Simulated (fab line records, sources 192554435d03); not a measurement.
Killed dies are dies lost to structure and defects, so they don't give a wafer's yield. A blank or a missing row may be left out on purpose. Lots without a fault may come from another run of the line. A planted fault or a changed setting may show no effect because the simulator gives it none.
Split-lot experiment | flow n5_finfet | 7 lots, 21 wafers read, on a route of 1938 steps

THE SPLIT
At N5_GATE_CUT_COAT_07 (resist thk 30 nm), the setting spin_rpm was moved away from the recipe's 1500 rpm on 10 of the 21 wafers read, by -6.8% to +8.1%. The other wafers ran this setting at the recipe's value.

FROM THE SPLIT TO THE READING: what the file shows between them, 5 steps
- N5_GATE_CUT_EBR_09
- N5_GATE_CUT_SOFTBAKE_08: time 60 s
- N5_GATE_CUT_EXPOSE_10: exposes mask GATE CUT, target cd 20 nm
- N5_GATE_CUT_PEB_11: peb time 60 s
- N5_GATE_CUT_DEVELOP_12: develop time 30 s

THE READING
CAR-EUV_of_GATE_CUT_COAT_07.thk_nm (the simulator's own value, which no gauge read), in nm, at N5_GATE_CUT_DESCUM_18 (chemistry O2, time 7 s). The file gives no usual value for it. The 11 wafers here that ran the recipe average 25.9 nm, standard deviation 0.2 nm.

wafer  | tool, chamber at the split | spin_rpm as run, rpm | against the recipe | CAR-EUV_of_GATE_CUT_COAT_07.thk_nm, nm | against lot-mates on the recipe
L074.1 | litho_track-05, 0          | 1500                 | recipe             | 26                                     | -
L074.2 | litho_track-05, 0          | 1500                 | recipe             | 26                                     | -
L074.3 | litho_track-05, 0          | 1500                 | recipe             | 26                                     | -
L076.1 | litho_track-03, 0          | 1441                 | -3.9%              | 26                                     | +0.4
L076.2 | litho_track-03, 0          | 1500                 | recipe             | 25.6                                   | -
L076.4 | litho_track-03, 0          | 1441                 | -3.9%              | 27                                     | +1.4
L078.2 | litho_track-03, 0          | 1500                 | recipe             | 25.8                                   | -
L078.3 | litho_track-03, 0          | 1621                 | +8.1%              | 24.6                                   | -1.2
L078.6 | litho_track-03, 0          | 1621                 | +8.1%              | 25                                     | -0.8
L082.1 | litho_track-05, 0          | 1500                 | recipe             | 26                                     | -
L082.3 | litho_track-05, 0          | 1500                 | recipe             | 26                                     | -
L082.4 | litho_track-05, 0          | 1500                 | recipe             | 26.2                                   | -
L084.2 | litho_track-05, 0          | 1398                 | -6.8%              | 26.6                                   | no lot-mate on the recipe
L084.3 | litho_track-05, 0          | 1398                 | -6.8%              | 27                                     | no lot-mate on the recipe
L084.5 | litho_track-05, 0          | 1398                 | -6.8%              | 26.8                                   | no lot-mate on the recipe
L087.3 | litho_track-03, 0          | 1500                 | recipe             | 25.6                                   | -
L087.4 | litho_track-03, 0          | 1500                 | recipe             | 26                                     | -
L087.5 | litho_track-03, 0          | 1415                 | -5.7%              | 27                                     | +1.2
L095.2 | litho_track-04, 0          | 1398                 | -6.8%              | 27.2                                   | +1.6
L095.4 | litho_track-04, 0          | 1500                 | recipe             | 25.6                                   | -
L095.5 | litho_track-04, 0          | 1398                 | -6.8%              | 26.6                                   | +1.0

THE FIT
A straight line over all 21 wafers: CAR-EUV_of_GATE_CUT_COAT_07.thk_nm changes by -0.142 nm for each +1% of spin_rpm; r = -0.92; the points scatter about the line by 0.27 nm.
The same after taking each lot's own level away (the mean of its wafers on the recipe; 18 wafers): -0.163 nm for each +1%; r = -0.93; scatter 0.27 nm.
On that fit, the largest move of spin_rpm shifts the reading by 1.3 nm.
The lots' own levels span 25.60 to 26.07 nm, that is 2.4 times the standard deviation above.
So the lot-to-lot level changes the slope: the two fits differ.
Check: with one of the wafers moved furthest among these (+8.1%) left out of the fit, the line predicts -1.22 nm for it against its lot-mates. It came out at -1.2 nm against them.

OTHER SPLITS ON THESE WAFERS
These wafers also went through other splits before the reading. Each is held against what the fit with the lots' levels taken away leaves over:
other split on the same wafers         | wafers away from the commonest value | r with CAR-EUV_of_GATE_CUT_COAT_07.thk_nm (lot level and that fit taken away)
N5_WELL_APT_COAT_02 spin_rpm           | 5                                    | +0.29
N5_PMOS_HMC_CHANNEL_EPI_ETCH_32 bias_w | 7                                    | -0.15
N5_FIN_SAQP_EXPOSE_13 dose_mj          | 7                                    | -0.54
N5_SD_EPI_N_EPI_21 epi_growth_time_s   | 5                                    | +0.20
N5_SD_EPI_P_COAT_34 spin_rpm           | 5                                    | +0.09
N5_HKMG_FIN_EXPOSE_09 dose_mj          | 10                                   | -0.29

THE WHOLE CHAIN: every reading that the file lists as answering this split, in the file's order
step                   | what it does                                                | reading                                                                             | change (the file's fit)                                                                 | r (the file's)
N5_GATE_CUT_COAT_07    | resist thk 30 nm                                            | CAR-EUV_of_GATE_CUT_COAT_07.thk_nm (the simulator's own value, which no gauge read) | -0.15 nm for each +1% of the setting                                                    | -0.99
N5_GATE_CUT_DEVELOP_12 | develop time 30 s                                           | CAR-EUV_of_GATE_CUT_COAT_07.thk_nm (the simulator's own value, which no gauge read) | -0.157 nm for each +1% of the setting                                                   | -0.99
N5_GATE_CUT_DESCUM_18  | chemistry O2, time 7 s                                      | CAR-EUV_of_GATE_CUT_COAT_07.thk_nm (the simulator's own value, which no gauge read) | -0.171 nm for each +1% of the setting                                                   | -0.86
N5_GATE_CUT_ETCH_28    | etches underlayer in N2/H2, target depth 13 nm, time 10.4 s | CAR-EUV_of_GATE_CUT_COAT_07.thk_nm (the simulator's own value, which no gauge read) | -0.146 nm for each +1% of the setting, in a fit together with time_s@GATE_CUT_DESCUM_18 | 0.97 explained
N5_GATE_CUT_ETCH_36    | etches SiARC in CF4, target depth 13 nm, time 21.7 s        | CAR-EUV_of_GATE_CUT_COAT_07.thk_nm (the simulator's own value, which no gauge read) | -0.14 nm for each +1% of the setting, in a fit together with time_s@GATE_CUT_DESCUM_18  | 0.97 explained

THE FILE'S OWN FIT
CAR-EUV_of_GATE_CUT_COAT_07.thk_nm changes by -0.171 nm for each +1% of spin_rpm, r = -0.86.
